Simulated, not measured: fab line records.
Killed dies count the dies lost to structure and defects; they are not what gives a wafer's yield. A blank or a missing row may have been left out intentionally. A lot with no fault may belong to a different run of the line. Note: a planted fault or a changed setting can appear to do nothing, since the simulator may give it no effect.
Split-lot trial    flow n5 finfet    39 wafers read from 7 lots, route of 1938 steps

== THE SPLIT ITSELF ==
At N5_MOL_CONTACT_COAG_SPUTTER_143 (material Co, target thk 2.5 nm), the setting target thk a was moved away from the recipe's 25 angstrom on 15 of the 39 wafers read, by -38.5% to +56.4%. The other wafers ran this setting at the recipe's value.

The split's own step is where the reading is taken.

== THE READING ==
Co_of_MOL_CONTACT_COAG_SPUTTER_143.thk nm (the simulator's own value, which no gauge read), in nm, at N5_MOL_CONTACT_COAG_SPUTTER_143 (material Co, target thk 2.5 nm). The file gives no usual value for it. Across the 24 wafers here that went through the recipe, the average is 2.4 nm and the standard deviation 0.087 nm.

wafer   tool, chamber at the split  target thk a as run, angstrom  against the recipe  Co_of_MOL_CONTACT_COAG_SPUTTER_143.thk nm, nm  against lot-mates on the recipe
L081.1  pvd sputter-01, -           36.26                          +45.0%              3.6                                            +1.2
L081.2  pvd sputter-01, -           36.26                          +45.0%              3.6                                            +1.2
L081.3  pvd sputter-01, -           25                             recipe              2.4                                            -
L081.5  pvd sputter-01, -           25                             recipe              2.4                                            -
L081.6  pvd sputter-01, -           25                             recipe              2.4                                            -
L081.4  pvd sputter-01, -           36.26                          +45.0%              3.4                                            +1.0
L084.1  pvd sputter-02, -           25                             recipe              2.4                                            -
L084.2  pvd sputter-02, -           25                             recipe              2.4                                            -
L084.3  pvd sputter-02, -           25                             recipe              2.4                                            -
L084.4  pvd sputter-02, -           25                             recipe              2.4                                            -
L084.5  pvd sputter-02, -           25                             recipe              2.4                                            -
L084.6  pvd sputter-02, -           25                             recipe              2.4                                            -
L085.1  pvd sputter-02, -           15.37                          -38.5%              1.6                                            -0.9
L085.4  pvd sputter-02, -           15.37                          -38.5%              1.6                                            -0.9
L085.6  pvd sputter-02, -           15.37                          -38.5%              1.6                                            -0.9
L085.2  pvd sputter-02, -           25                             recipe              2.4                                            -
L085.3  pvd sputter-02, -           25                             recipe              2.6                                            -
L085.5  pvd sputter-02, -           25                             recipe              2.6                                            -
L087.1  pvd sputter-01, -           25                             recipe              2.6                                            -
L087.2  pvd sputter-01, -           39.09                          +56.4%              3.8                                            +1.3
L087.4  pvd sputter-01, -           39.09                          +56.4%              3.8                                            +1.3
L087.6  pvd sputter-01, -           39.09                          +56.4%              3.8                                            +1.3
L087.3  pvd sputter-01, -           25                             recipe              2.4                                            -
L087.5  pvd sputter-01, -           25                             recipe              2.4                                            -
L090.1  pvd sputter-03, -           30.65                          +22.6%              2.8                                            +0.4
L090.2  pvd sputter-03, -           30.65                          +22.6%              3                                              +0.6
L090.3  pvd sputter-03, -           30.65                          +22.6%              3                                              +0.6
L090.4  pvd sputter-03, -           25                             recipe              2.4                                            -
L090.5  pvd sputter-03, -           25                             recipe              2.4                                            -
L090.6  pvd sputter-03, -           25                             recipe              2.4                                            -
L092.1  pvd sputter-03, -           19.34                          -22.6%              2                                              -0.6
L092.5  pvd sputter-03, -           19.34                          -22.6%              2                                              -0.6
L092.2  pvd sputter-03, -           19.34                          -22.6%              1.8                                            -0.8
L092.3  pvd sputter-03, -           25                             recipe              2.6                                            -
L092.4  pvd sputter-03, -           25                             recipe              2.6                                            -
L092.6  pvd sputter-03, -           25                             recipe              2.6                                            -
L097.1  pvd sputter-01, -           25                             recipe              2.4                                            -
L097.4  pvd sputter-01, -           25                             recipe              2.4                                            -
L097.5  pvd sputter-01, -           25                             recipe              2.4                                            -

THE FIT
A straight line over all 39 wafers: Co_of_MOL_CONTACT_COAG_SPUTTER_143.thk nm changes by +0.0233 nm for each +1% of target thk a; r = +0.99; the points scatter about the line by 0.087 nm.
The same after taking each lot's own level away (the mean of its wafers on the recipe; 39 wafers): +0.0246 nm for each +1%; r = +0.99; scatter 0.069 nm.
The reading moves by 1.4 nm for the largest change in target thk a, on that fit.
Across the lots, their own levels run from 2.40 to 2.60 nm, a range of 2.3 times the standard deviation given above.
Hence the lot-to-lot level has little effect on the slope; both slopes agree.
Check: for one of the wafers moved furthest among these (+56.4%), held out of the fit, the line's prediction against its lot-mates is +1.38 nm. Against them it came out at +1.33 nm.

== ADDITIONAL SPLITS CARRIED BY THESE WAFERS ==
Other splits were also applied to these wafers ahead of the reading. Each is held against what the fit with the lots' levels taken away leaves over:
other split on the same wafers      wafers away from the commonest value  r with Co_of_MOL_CONTACT_COAG_SPUTTER_143.thk nm (lot level and that fit taken away)
N5_FIN_SAQP_HM_DEP_72 target thk a  12                                    -0.13

== FILE'S OWN FIT ==
Co_of_MOL_CONTACT_COAG_SPUTTER_143.thk nm changes by +0.0245 nm for each +1% of target thk a, r = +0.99.
